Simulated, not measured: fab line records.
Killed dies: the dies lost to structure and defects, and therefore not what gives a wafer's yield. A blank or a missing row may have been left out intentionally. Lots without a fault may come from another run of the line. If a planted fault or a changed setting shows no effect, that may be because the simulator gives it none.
Matching of chambers | flow nand-harc | NHARC_A_CONTACT_DEP_58 on pecvd-03: 3 sister chambers
The step deposits SiON, target thk 60 nm. 6 wafers are shown with their chamber, then 7 later ones without.

== EACH WAFER AND ITS CHAMBER ==
wafer  | chamber | heater-power-w (W) | rf-fwd-power-W (W)
L084.2 | 2       | 761                | 347.9
L084.3 | 0       | 978                | 347.1
L084.4 | 0       | 990                | 348.2
L087.4 | 2       | 876                | 348.5
L094.1 | 1       | 690                | 347.6
L094.4 | 1       | 695                | 347.9

== WAFERS MISSING THEIR CHAMBER ==
wafer  | heater-power-w (W) | rf-fwd-power-W (W)
L094.6 | 738                | 347.5
L096.1 | 748                | 347.8
L096.2 | 963                | 348.4
L096.4 | 953                | 348.3
L097.2 | 710                | 348.1
L097.3 | 877                | 347.9
L097.4 | 727                | 347.2

== THE CHAMBER EACH PASSED THROUGH ==
wafer  | from the rows above     | in truth
L094.6 | can't be placed: 1 or 2 | 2
L096.1 | can't be placed: 1 or 2 | 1
L096.2 | can't be placed: 0 or 2 | 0
L096.4 | can't be placed: 0 or 2 | 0
L097.2 | can't be placed: 1 or 2 | 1
L097.3 | can't be placed: 2 or 0 | 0
L097.4 | can't be placed: 1 or 2 | 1
0 of 7 placed correctly. Can't be placed from these rows: 7 (the true chamber is among the candidates in 7). Placed wrongly: 0.
How it was worked out, from the rows above alone: a wafer's distance from a chamber is the root of the sum, over the readings, of the square of ((its reading less the chamber's mean) divided by the reading's scatter). If the next closest chamber is less than 2 further off than the closest, the wafer can't be placed; otherwise it belongs to the closest. The mean given for a chamber averages the wafers shown for that chamber. The scatter: take each reading less its chamber's mean, square it, sum over the shown wafers, divide by the number of wafers less the number of chambers, and take the root.
